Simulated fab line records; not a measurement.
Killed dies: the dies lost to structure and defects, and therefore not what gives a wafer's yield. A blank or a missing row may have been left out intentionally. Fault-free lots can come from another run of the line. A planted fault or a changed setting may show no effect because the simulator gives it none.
fab line records ; flow n5-finfet ; part 1 of 2: steps 1 to 24 of 35
[record] lots = 5; wafers = 15; last-day = 17
route steps=1938 shown BEOL_M13@1708 BEOL_M14@1716
lots that met no fault: from a run of the same line without faults
start-h: start of the lot's first displayed wafer, in hours after the record's first day ; wait-h: hours since the lot's step before ; " same as the row above ; L1.1+2: a row that stands for several wafers ; - value missing, or start not given ; * or withheld: withheld ; < > ~ a bound
route shown NAME@n: a module of which the file shows steps, and the number in the route of the first ; usual: mean/standard deviation of fault-free wafers ; same: alike in all rows ; chamber/n: place in a boat ; sites: readings site by site ; _std_site: standard deviation across them ; _edge_site: mean of outer sites minus mean of inner sites ; radius-mm: for every site, how far away it sits from the centre of the wafer ; mask NAME#n: copy n ; behind: the tool/chamber that last shaped the wafer ; hold: the reason the lot was held/the length of the hold in hours/how it ended ; device: transistor that didn't switch, given as n, p or np ; end of line: the route-end tests of the same wafers ; a step with no rows: only its recipe ; killed: the dies lost at the first sort to structure and to defects; this is not the yield of the wafer ; map: a wafer's dies, marking killed ones x, the rest . and places with no die _
set.NAME: the setting as run; set.NAME@STEP: as run at that earlier step ; model.NAME: the simulator's own value behind a step, which no gauge read
lots at some steps of the route; a table a step, a row a wafer
services: a tool's chamber out of use, with start hour (start-h, from the record's first day; less than 0 if before it), hours out, and reason
[[steps]]
[step N5_BEOL_M13_ECD_47]
[recipe] material = Cu; target-thk-a = 9360
lot.wafer;tool;chamber;start-h;wait-h
L074.2+4+6;ecd-cu-01;0,1,0;245.20;0.1
L077.3+5+6;ecd-cu-02;0,0,1;260.71;0.1
L090.2+3+5;ecd-cu-02;1,0,1;327.75;0.1
L093.2+3+6;ecd-cu-01;0;353.73;0.1
L095.2+4+5;ecd-cu-02;0,1,1;371.11;0.1
[step N5_BEOL_M13_ANNEAL_48]
[recipe] temp-c = 225; time-s = 90; ambient = N2
[usual] anneal-temp-c-max = 226.3/0.6; wafer_temp_C_max = 225.64/0.2
[same] time-s = 90
lot.wafer;tool;chamber;start-h;wait-h;anneal-temp-c-max;wafer_temp_C_max
L074.2;rtp-anneal-01;0;245.41;0.2;226.2;225.95
L074.4;rtp-anneal-01;0;245.41;0.2;226.3;226.29
L074.6;rtp-anneal-01;0;245.41;0.2;225.9;225.71
L077.3;rtp-anneal-02;0;261.67;0.9;227.4;225.70
L077.5;rtp-anneal-02;0;261.67;0.9;227.0;225.86
L077.6;rtp-anneal-02;0;261.67;0.9;227.0;225.63
L090.2;rtp-anneal-02;0;327.96;0.2;226.6;225.55
L090.3;rtp-anneal-02;0;327.96;0.2;226.8;225.85
L090.5;rtp-anneal-02;0;327.96;0.2;227.4;225.45
L093.2;rtp-anneal-01;0;353.94;0.2;225.9;225.83
L093.3;rtp-anneal-01;0;353.94;0.2;226.8;225.31
L093.6;rtp-anneal-01;0;353.94;0.2;225.7;225.68
L095.2;rtp-anneal-01;0;371.32;0.2;226.0;225.55
L095.4;rtp-anneal-01;0;371.32;0.2;225.5;225.84
L095.5;rtp-anneal-01;0;371.32;0.2;226.2;225.81
[step N5_BEOL_M13_CMP_49]
[recipe] stop-on = SiOC; t-overpolish-s = 17.1; down-force-psi = 1; platen-rpm = 50; clearing-platen-down-force-psi = 1.5; clearing-platen-rpm = 50; post-cmp-clean = cu-alkaline; target-thk-nm = 420; clearing-platen-pad-velocity-m-s = 0.99484; pad-velocity-m-s = 0.99484
[usual] barrier-field-endpoint-s = 30.6/0.65; motor-current-A = 6.1/0.59; overpolish-run-s = 17.101/0.0085
lot.wafer;tool;chamber;start-h;wait-h;barrier-field-endpoint-s;motor-current-A;overpolish-run-s
L074.2;cmp-04;1;245.74;0.3;31.3;7.3;17.088
L074.4;cmp-04;2;245.74;0.3;30.2;5.9;17.108
L074.6;cmp-04;0;245.74;0.3;30.9;6.1;17.094
L077.3;cmp-01;1;261.95;0.2;31.2;6.6;17.115
L077.5;cmp-01;3;261.95;0.2;30.2;6.0;17.089
L077.6;cmp-01;0;261.95;0.2;30.4;6.5;17.104
L090.3;cmp-02;3;328.21;0.2;29.6;6.4;17.108
L090.2;cmp-02;0;328.21;0.2;30.9;5.9;17.091
L090.5;cmp-02;0;328.21;0.2;30.5;5.9;17.104
L093.2;cmp-04;3;354.19;0.2;30.0;6.0;17.096
L093.3;cmp-04;2;354.19;0.2;30.3;5.7;17.106
L093.6;cmp-04;0;354.19;0.2;29.6;5.7;17.093
L095.4;cmp-01;1;371.57;0.1;31.6;6.0;17.108
L095.2;cmp-01;0;371.57;0.1;31.1;6.1;17.111
L095.5;cmp-01;1;371.57;0.1;31.6;6.3;17.091
[step N5_BEOL_M13_THK_MEAS_50]
[recipe] thk-meas-gauge = xrf; reads = Cu_of_BEOL_M13_ECD_47
[usual] M13_THK = 421/6.3
lot.wafer;tool;chamber;start-h;wait-h;M13_THK[nm]
L074.2;film-metro-02;-;245.96;-;417
L074.4;film-metro-02;-;245.96;-;410
L074.6;film-metro-02;-;245.96;-;425
L077.3;film-metro-01;-;262.17;-;431
L077.5;film-metro-01;-;262.17;-;431
L077.6;film-metro-01;-;262.17;-;426
L090.2;film-metro-01;-;328.50;-;420
L090.3;film-metro-01;-;328.50;-;430
L090.5;film-metro-01;-;328.50;-;419
L093.2;film-metro-01;-;354.48;-;429
L093.3;film-metro-01;-;354.48;-;422
L093.6;film-metro-01;-;354.48;-;426
L095.2;film-metro-01;-;371.87;-;437
L095.4;film-metro-01;-;371.87;-;424
L095.5;film-metro-01;-;371.87;-;429
[step N5_BEOL_M13_PRE_CLEAN_52]
[recipe] gas = NH3; time-s = 15; temp-c = withheld; rf-power-w = 300
[same] time-s = 15
lot.wafer;tool;chamber;start-h;wait-h
L074.2+4+6;pecvd-04;0,1,0;245.99;0.0
L077.3+5+6;pecvd-03;2,2,1;262.21;0.0
L090.2+3+5;pecvd-02;2,1,0;328.54;0.0
L093.2+3+6;pecvd-04;0,1,0;354.52;0.0
L095.2+4+5;pecvd-02;0,0,1;371.90;0.0
[step N5_BEOL_M13_DEP_53]
[recipe] material = SiCN; target-thk-a = 500; temp-c = withheld; precursor = 3MS/NH3; pressure-torr = 3; rf-w = 675; time-s = 17.8
[usual] showerhead-plenum-p-Torr = 4.160/0.012; throttle-valve-pct = 18.5/0.82
[same] time-s = 17.8
lot.wafer;tool;chamber;start-h;wait-h;showerhead-plenum-p-Torr;throttle-valve-pct
L074.2;pecvd-04;0;246.02;0.0;4.150;19.0
L074.4;pecvd-04;1;246.02;0.0;4.149;19.7
L074.6;pecvd-04;0;246.02;0.0;4.158;19.0
L077.3;pecvd-03;2;262.23;0.0;4.164;17.5
L077.5;pecvd-03;2;262.23;0.0;4.165;17.5
L077.6;pecvd-03;1;262.23;0.0;4.151;17.2
L090.2;pecvd-02;2;328.57;0.0;4.162;18.3
L090.3;pecvd-02;1;328.57;0.0;4.155;19.2
L090.5;pecvd-02;0;328.57;0.0;4.168;18.6
L093.2;pecvd-04;0;354.54;0.0;4.145;19.4
L093.3;pecvd-04;1;354.54;0.0;4.161;19.8
L093.6;pecvd-04;0;354.54;0.0;4.146;18.9
L095.2;pecvd-02;0;371.93;0.0;4.157;18.9
L095.4;pecvd-02;0;371.93;0.0;4.162;19.0
L095.5;pecvd-02;1;371.93;0.0;4.163;19.4
[step N5_BEOL_M13_RS_MEAS_54]
[recipe] thk-meas-gauge = four-point-probe; reads = Cu_of_BEOL_M13_ECD_47+Ta_of_BEOL_M13_SPUTTER_44+TaN_of_BEOL_M13_SPUTTER_43
[usual] M13_RS = 0.0447/0.00063
lot.wafer;tool;chamber;start-h;wait-h;M13_RS[ohm/sq]
L074.2;film-metro-01;-;246.09;0.1;0.0448
L074.4;film-metro-01;-;246.09;0.1;0.0453
L074.6;film-metro-01;-;246.09;0.1;0.0438
L077.3;film-metro-02;-;262.30;0.1;0.0441
L077.5;film-metro-02;-;262.30;0.1;0.0442
L077.6;film-metro-02;-;262.30;0.1;0.0446
L090.2;film-metro-02;-;328.63;0.1;0.0450
L090.3;film-metro-02;-;328.63;0.1;0.0438
L090.5;film-metro-02;-;328.63;0.1;0.0445
L093.2;film-metro-01;-;354.61;0.1;0.0438
L093.3;film-metro-01;-;354.61;0.1;0.0447
L093.6;film-metro-01;-;354.61;0.1;0.0443
L095.2;film-metro-02;-;371.99;0.1;0.0432
L095.4;film-metro-02;-;371.99;0.1;0.0443
L095.5;film-metro-02;-;371.99;0.1;0.0441
[step N5_BEOL_M13_INSPECT_55]
[recipe] inspect-instrument = darkfield; mode = post-dep
[usual] raw-defect-count = 70/24
lot.wafer;tool;chamber;start-h;wait-h;raw-defect-count
L074.2;defect-inspect-02;-;246.11;0.0;83
L074.4;defect-inspect-02;-;246.11;0.0;61
L074.6;defect-inspect-02;-;246.11;0.0;58
L077.3;defect-inspect-02;-;262.33;0.0;33
L077.5;defect-inspect-02;-;262.33;0.0;54
L077.6;defect-inspect-02;-;262.33;0.0;32
L090.2;defect-inspect-02;-;328.66;0.0;37
L090.3;defect-inspect-02;-;328.66;0.0;91
L090.5;defect-inspect-02;-;328.66;0.0;67
L093.2;defect-inspect-01;-;354.64;0.0;124
L093.3;defect-inspect-01;-;354.64;0.0;118
L093.6;defect-inspect-01;-;354.64;0.0;55
L095.2;defect-inspect-02;-;372.02;0.0;66
L095.4;defect-inspect-02;-;372.02;0.0;93
L095.5;defect-inspect-02;-;372.02;0.0;81
[step N5_BEOL_M14_ILD_DEP_00]
[recipe] material = SiO2; target-thk-a = 11193; temp-c = 400; precursor = TEOS/O2; pressure-torr = 6.5; rf-w = 900; teos-flow-sccm = 161.4; gas = O2; flow-sccm = 2650; time-s = 237.4
[usual] heater-power-w = 508/88; showerhead-plenum-p-Torr = 8.34/0.04; throttle-valve-pct = 18.6/0.96
[same] time-s = 237.4
lot.wafer;tool;chamber;start-h;wait-h;heater-power-w;showerhead-plenum-p-Torr;throttle-valve-pct
L074.2;pecvd-01;2;246.15;0.0;479;8.37;18.2
L074.4;pecvd-01;2;246.15;0.0;520;8.35;18.4
L074.6;pecvd-01;0;246.15;0.0;521;8.40;19.2
L077.3;pecvd-01;2;262.36;0.0;449;8.33;17.9
L077.5;pecvd-01;0;262.36;0.0;674;8.39;19.3
L077.6;pecvd-01;2;262.36;0.0;515;8.34;18.1
L090.2;pecvd-01;2;328.70;0.0;480;8.35;18.1
L090.3;pecvd-01;0;328.70;0.0;587;8.38;19.1
L090.5;pecvd-01;2;328.70;0.0;523;8.36;18.1
L093.2;pecvd-01;0;354.67;0.0;662;8.40;19.0
L093.3;pecvd-01;1;354.67;0.0;363;8.27;17.2
L093.6;pecvd-01;0;354.67;0.0;515;8.38;19.3
L095.2;pecvd-04;1;372.06;0.0;461;8.33;20.4
L095.4;pecvd-04;1;372.06;0.0;511;8.32;20.2
L095.5;pecvd-04;0;372.06;0.0;602;8.33;19.4
[step N5_BEOL_M14_THK_MEAS_01]
[recipe] reads = SiO2_of_BEOL_M14_ILD_DEP_00
[usual] M14_ILD_THK = 1120/14
lot.wafer;tool;chamber;start-h;wait-h;M14_ILD_THK[nm]
L074.2;film-metro-02;-;246.34;0.1;1125
L074.4;film-metro-02;-;246.34;0.1;1112
L074.6;film-metro-02;-;246.34;0.1;1131
L077.3;film-metro-01;-;262.56;0.1;1126
L077.5;film-metro-01;-;262.56;0.1;1147
L077.6;film-metro-01;-;262.56;0.1;1152
L090.2;film-metro-02;-;328.89;0.1;1116
L090.3;film-metro-02;-;328.89;0.1;1124
L090.5;film-metro-02;-;328.89;0.1;1125
L093.2;film-metro-01;-;354.86;0.1;1099
L093.3;film-metro-01;-;354.86;0.1;1111
L093.6;film-metro-01;-;354.86;0.1;1131
L095.2;film-metro-01;-;372.26;0.1;1114
L095.4;film-metro-01;-;372.26;0.1;1139
L095.5;film-metro-01;-;372.26;0.1;1113
[step N5_BEOL_M14_COAT_58]
[recipe] resist = BARC; temp-c = 205; time-s = 60; spin-rpm = 1500; resist-thk-nm = 89
[same] time-s = 60
lot.wafer;tool;chamber;start-h;wait-h
L074.2+4+6;litho-track-01;0;246.37;0.0
L077.3+5+6;litho-track-01;0;262.59;0.0
L090.2+3+5;litho-track-02;0;328.92;0.0
L093.2+3+6;litho-track-05;0;354.89;0.0
L095.2+4+5;litho-track-01;0;372.29;0.0
[step N5_BEOL_M14_COAT_04]
[recipe] spin-rpm = 1704; resist-thk-nm = 800
lot.wafer;tool;chamber;start-h;wait-h
L074.2+4+6;litho-track-01;0;-;-
L077.3+5+6;litho-track-01;0;-;-
L090.2+3+5;litho-track-02;0;-;-
L093.2+3+6;litho-track-05;0;-;-
L095.2+4+5;litho-track-01;0;-;-
[step N5_BEOL_M14_EBR_06]
[recipe] solvent = PGMEA; ebr-width-mm = 1.5
lot.wafer;tool;chamber;start-h;wait-h
L074.2+4+6;litho-track-01;0;-;-
L077.3+5+6;litho-track-01;0;-;-
L090.2+3+5;litho-track-02;0;-;-
L093.2+3+6;litho-track-05;0;-;-
L095.2+4+5;litho-track-01;0;-;-
[step N5_BEOL_M14_SOFTBAKE_05]
[recipe] temp-c = 130; time-s = 60
[same] time-s = 60
lot.wafer;tool;chamber;start-h;wait-h
L074.2+4+6;litho-track-01;0;-;-
L077.3+5+6;litho-track-01;0;-;-
L090.2+3+5;litho-track-02;0;-;-
L093.2+3+6;litho-track-05;0;-;-
L095.2+4+5;litho-track-01;0;-;-
[step N5_BEOL_M14_EXPOSE_07]
[recipe] mask-id = V13; na = 0.8; source-shape = annular; sigma-inner = 0.5; sigma-outer = 0.8; polarization = unpolarized; attpsm-phase-deg = 180; dose-mj = 57
[usual] exposure-dose-mJ-cm2 = 56.96/0.057; stage-vel-mm-s = 500.04/0.22
lot.wafer;tool;chamber;start-h;wait-h;mask;exposure-dose-mJ-cm2;stage-vel-mm-s
L074.2;krf-scanner-01;0;246.60;-;V13#0;56.96;500.09
L074.4;krf-scanner-01;0;246.60;-;V13#0;56.99;499.99
L074.6;krf-scanner-01;0;246.60;-;V13#0;57.03;499.70
L077.3;krf-scanner-01;0;262.82;-;V13#0;56.96;499.87
L077.5;krf-scanner-01;0;262.82;-;V13#0;56.99;499.87
L077.6;krf-scanner-01;0;262.82;-;V13#0;57.04;500.03
L090.2;krf-scanner-02;0;329.02;-;V13#0;56.98;499.90
L090.3;krf-scanner-02;0;329.02;-;V13#0;56.98;499.83
L090.5;krf-scanner-02;0;329.02;-;V13#0;56.97;500.21
L093.2;krf-scanner-02;0;355.13;-;V13#0;56.87;499.94
L093.3;krf-scanner-02;0;355.13;-;V13#0;56.90;499.78
L093.6;krf-scanner-02;0;355.13;-;V13#0;56.89;499.73
L095.2;krf-scanner-01;0;372.52;-;V13#0;56.91;499.96
L095.4;krf-scanner-01;0;372.52;-;V13#0;56.94;500.22
L095.5;krf-scanner-01;0;372.52;-;V13#0;56.95;499.63
[step N5_BEOL_M14_PEB_08]
[recipe] peb-temp-c = 130; peb-time-s = 90
lot.wafer;tool;chamber;start-h;wait-h
L074.2+4+6;litho-track-02;0;246.65;0.0
L077.3+5+6;litho-track-02;0;262.87;0.0
L090.2+3+5;litho-track-02;0;329.08;0.0
L093.2+3+6;litho-track-05;0;355.18;0.0
L095.2+4+5;litho-track-05;0;372.58;0.0
[step N5_BEOL_M14_DEVELOP_09]
[recipe] develop-time-s = 45; rinse-liquid = diw; dry = air-spin; dev-temp-c = 21
lot.wafer;tool;chamber;start-h;wait-h
L074.2+4+6;litho-track-02;0;-;-
L077.3+5+6;litho-track-02;0;-;-
L090.2+3+5;litho-track-02;0;-;-
L093.2+3+6;litho-track-05;0;-;-
L095.2+4+5;litho-track-05;0;-;-
[step N5_BEOL_M14_HARDBAKE_14]
[recipe] temp-c = 130; time-s = 120
[same] time-s = 120
lot.wafer;tool;chamber;start-h;wait-h
L074.2+4+6;litho-track-02;0;-;-
L077.3+5+6;litho-track-02;0;-;-
L090.2+3+5;litho-track-02;0;-;-
L093.2+3+6;litho-track-05;0;-;-
L095.2+4+5;litho-track-05;0;-;-
[step N5_BEOL_M14_CD_MEAS_10]
[recipe] target-cd-nm = 250; landing-energy-ev = 500; detector = se-inlens; polarity = opening
[usual] cd-nm = 250.4/1.8
[same] landing-energy-ev = 500
lot.wafer;tool;chamber;start-h;wait-h;cd-nm
L074.2;cd-sem-01;0;246.77;-;250.3
L074.4;cd-sem-01;0;246.77;-;249.3
L074.6;cd-sem-01;0;246.77;-;250.4
L077.3;cd-sem-01;0;262.99;-;251.2
L077.5;cd-sem-01;0;262.99;-;248.7
L077.6;cd-sem-01;0;262.99;-;252.0
L090.2;cd-sem-02;0;329.19;-;249.0
L090.3;cd-sem-02;0;329.19;-;249.6
L090.5;cd-sem-02;0;329.19;-;249.2
L093.2;cd-sem-02;0;355.30;-;250.4
L093.3;cd-sem-02;0;355.30;-;252.5
L093.6;cd-sem-02;0;355.30;-;253.5
L095.2;cd-sem-01;0;372.69;-;251.7
L095.4;cd-sem-01;0;372.69;-;253.3
L095.5;cd-sem-01;0;372.69;-;253.4
[step N5_BEOL_M14_OVL_MEAS_11]
[recipe] points-per-wafer = 44
[usual] V13_OVL = -2/6.1
lot.wafer;tool;chamber;start-h;wait-h;V13_OVL[nm]
L074.2;overlay-02;0;246.80;0.0;-5
L074.4;overlay-02;0;246.80;0.0;-2
L074.6;overlay-02;0;246.80;0.0;-6
L077.3;overlay-01;0;263.02;0.0;-9
L077.5;overlay-01;0;263.02;0.0;4
L077.6;overlay-01;0;263.02;0.0;-5
L090.2;overlay-01;0;329.22;0.0;-7
L090.3;overlay-01;0;329.22;0.0;-9
L090.5;overlay-01;0;329.22;0.0;-14
L093.2;overlay-01;0;355.32;0.0;-6
L093.3;overlay-01;0;355.32;0.0;-2
L093.6;overlay-01;0;355.32;0.0;-6
L095.2;overlay-01;0;372.72;0.0;-5
L095.4;overlay-01;0;372.72;0.0;-11
L095.5;overlay-01;0;372.72;0.0;-4
[step N5_BEOL_M14_INSPECT_12]
[recipe] mode = adi; inspect-instrument = macro
[usual] raw-defect-count = 2.1/1.5
lot.wafer;tool;chamber;start-h;wait-h;raw-defect-count
L074.2;defect-inspect-02;-;246.82;0.0;2
L074.4;defect-inspect-02;-;246.82;0.0;1
L074.6;defect-inspect-02;-;246.82;0.0;2
L077.3;defect-inspect-01;-;263.04;0.0;3
L077.5;defect-inspect-01;-;263.04;0.0;1
L077.6;defect-inspect-01;-;263.04;0.0;2
L090.2;defect-inspect-02;-;329.25;0.0;2
L090.3;defect-inspect-02;-;329.25;0.0;4
L090.5;defect-inspect-02;-;329.25;0.0;1
L093.2;defect-inspect-02;-;355.35;0.0;1
L093.3;defect-inspect-02;-;355.35;0.0;2
L093.6;defect-inspect-02;-;355.35;0.0;2
L095.2;defect-inspect-01;-;372.74;0.0;2
L095.4;defect-inspect-01;-;372.74;0.0;1
L095.5;defect-inspect-01;-;372.74;0.0;1
[step N5_BEOL_M14_DESCUM_15]
[recipe] chemistry = O2; time-s = 7.9; source-power-w = 50; bias-power-w = 20; pressure-mtorr = 20; rf-frequency-hz = 2.712e+07; temp-c = 40; o2-flow-sccm = 225
[usual] drypump-motor-current-A = 5.9/0.46; oes-product-au = 0.81/0.089; rf-vpp-V = 242.8/1.3; showerhead-plenum-p-Torr = 2.08/0.071; throttle-valve-pct = 20.39/0.21
[same] time-s = 7.9
lot.wafer;tool;chamber;start-h;wait-h;drypump-motor-current-A;oes-product-au;rf-hours-counter-h;rf-vpp-V;showerhead-plenum-p-Torr;throttle-valve-pct
L074.2;rie-diel-03;3;246.86;0.0;6.3;0.69;245;243.0;2.06;20.57
L074.4;rie-diel-03;1;246.86;0.0;5.1;0.69;246;242.8;2.08;20.58
L074.6;rie-diel-03;0;246.86;0.0;5.8;0.84;-;240.8;2.03;20.40
L077.3;rie-diel-03;3;263.07;0.0;6.3;0.68;253;241.1;2.05;20.60
L077.5;rie-diel-03;2;263.07;0.0;6.6;0.83;-;240.5;2.03;20.30
L077.6;rie-diel-03;3;263.07;0.0;6.3;0.69;-;242.1;2.05;20.60
L090.2;rie-diel-03;1;329.28;0.0;5.1;0.90;21;242.9;2.07;20.31
L090.3;rie-diel-03;2;329.28;0.0;6.6;0.78;110;242.6;2.03;20.33
L090.5;rie-diel-03;0;329.28;0.0;5.8;0.81;-;242.7;2.02;20.43
L093.2;rie-diel-05;2;355.38;0.0;5.2;0.72;176;240.0;2.00;20.18
L093.3;rie-diel-05;3;355.38;0.0;5.6;0.67;263;243.7;2.14;20.63
L093.6;rie-diel-05;1;355.38;0.0;5.8;0.82;-;242.1;2.03;20.45
L095.2;rie-diel-04;2;372.78;0.0;5.9;0.87;60;243.9;2.24;20.15
L095.4;rie-diel-04;3;372.78;0.0;6.0;0.90;31;243.7;2.13;20.44
L095.5;rie-diel-04;1;372.78;0.0;6.4;0.79;-;245.1;2.21;20.75
[step N5_BEOL_M14_ETCH_59]
[recipe] chemistry = N2/H2; target = BARC; target-depth-a = 890; overetch-a = 267; time-s = 67.9; ion-energy-ev = 200; pressure-mtorr = 30; source-w = 840; bias-w = 150; n2-flow-sccm = 200; h2-flow-sccm = 200
[usual] bias-w = 150.0/0.43; drypump-motor-current-A = 5.9/0.46; oes-product-au = 0.69/0.073; rf-vpp-V = 523.4/2.3; showerhead-plenum-p-Torr = 2.52/0.082; throttle-valve-pct = 17.80/0.24
[same] time-s = 67.9
lot.wafer;tool;chamber;start-h;wait-h;bias-w;drypump-motor-current-A;oes-product-au;rf-hours-counter-h;rf-vpp-V;showerhead-plenum-p-Torr;throttle-valve-pct
L074.2;rie-diel-03;3;246.89;0.0;149.1;6.3;0.58;245;524.2;2.49;18.05
L074.4;rie-diel-03;1;246.89;0.0;150.1;5.1;0.60;246;522.2;2.49;17.78
L074.6;rie-diel-03;0;246.89;0.0;149.4;5.8;0.72;-;522.4;2.48;17.98
L077.3;rie-diel-03;3;263.11;0.0;150.5;6.3;0.58;253;522.6;2.49;18.07
L077.5;rie-diel-03;2;263.11;0.0;149.7;6.6;0.69;-;522.1;2.47;17.78
L077.6;rie-diel-03;3;263.11;0.0;150.5;6.3;0.57;-;523.3;2.49;18.05
L090.2;rie-diel-03;1;329.32;0.0;150.0;5.1;0.77;21;524.3;2.48;17.47
L090.3;rie-diel-03;2;329.32;0.0;149.9;6.6;0.67;110;521.4;2.46;17.84
L090.5;rie-diel-03;0;329.32;0.0;150.5;5.8;0.68;-;522.2;2.47;18.02
L093.2;rie-diel-05;2;355.42;0.0;149.9;5.2;0.63;176;522.3;2.43;17.60
L093.3;rie-diel-05;3;355.42;0.0;150.1;5.7;0.58;263;524.5;2.60;18.05
L093.6;rie-diel-05;1;355.42;0.0;150.8;5.8;0.70;-;522.0;2.46;17.79
L095.2;rie-diel-04;2;372.81;0.0;149.7;5.9;0.74;60;526.9;2.69;17.43
L095.4;rie-diel-04;3;372.81;0.0;150.1;5.9;0.77;31;524.7;2.59;17.86
L095.5;rie-diel-04;1;372.81;0.0;149.2;6.4;0.68;-;529.4;2.68;18.16
[step N5_BEOL_M14_VIA_ETCH_16]
[recipe] chemistry = C4F8/O2/Ar; target = SiO2; he-inner-torr = 15; he-outer-torr = 30; target-depth-a = 12313; time-s = withheld; ion-energy-ev = 800; pressure-mtorr = 20; source-w = 1905; bias-w = 2040; Ar_flow_sccm = 400; C4F8_flow_sccm = 16; O2_flow_sccm = 12; ends = cleared
[usual] C4F8_flow_sccm = 16.00/0.051; O2_flow_sccm = 12.00/0.037; bias-w = 2041/6.3; drypump-motor-current-A = 5.9/0.46; oes-product-au = 0.73/0.08; rf-vpp-V = 2223/49; showerhead-plenum-p-Torr = 3.42/0.098; throttle-valve-pct = 30.84/0.2
lot.wafer;tool;chamber;start-h;wait-h;C4F8_flow_sccm;O2_flow_sccm;bias-w;drypump-motor-current-A;oes-product-au;rf-vpp-V;showerhead-plenum-p-Torr;throttle-valve-pct
L074.2;rie-diel-03;0;246.94;0.0;16.00;12.05;2041;5.8;0.76;2218;3.37;31.05
L074.4;rie-diel-03;2;246.94;0.0;15.95;12.07;2038;6.6;0.74;2262;3.36;30.86
L074.6;rie-diel-03;1;246.94;0.0;15.95;12.03;2037;5.1;0.63;2246;3.40;30.83
L077.3;rie-diel-03;3;263.16;0.0;16.03;12.03;2044;6.3;0.61;2119;3.38;30.97
L077.5;rie-diel-03;2;263.16;0.0;15.95;11.94;2043;6.6;0.73;2261;3.36;30.89
L077.6;rie-diel-03;3;263.16;0.0;16.04;12.03;2047;6.3;0.62;2121;3.38;30.99
L090.2;rie-diel-03;1;329.37;0.0;16.03;11.91;2038;5.2;0.82;2244;3.38;30.74
L090.3;rie-diel-03;2;329.37;0.0;15.98;12.03;2047;6.6;0.71;2261;3.34;30.90
L090.5;rie-diel-03;0;329.37;0.0;16.01;11.99;2036;5.8;0.72;2216;3.35;31.07
L093.2;rie-diel-05;2;355.47;0.0;15.96;11.98;2055;5.2;0.65;2203;3.30;30.55
L093.3;rie-diel-05;3;355.47;0.0;15.99;11.97;2038;5.6;0.61;2288;3.48;30.74
L093.6;rie-diel-05;1;355.47;0.0;16.10;11.99;2050;5.8;0.74;2182;3.34;30.79
L095.2;rie-diel-04;2;372.86;0.0;16.02;12.03;2039;5.9;0.79;2241;3.64;30.48
L095.4;rie-diel-04;3;372.86;0.0;16.02;11.97;2041;6.0;0.81;2205;3.50;30.98
L095.5;rie-diel-04;1;372.86;0.0;15.96;12.01;2054;6.4;0.72;2262;3.58;31.02
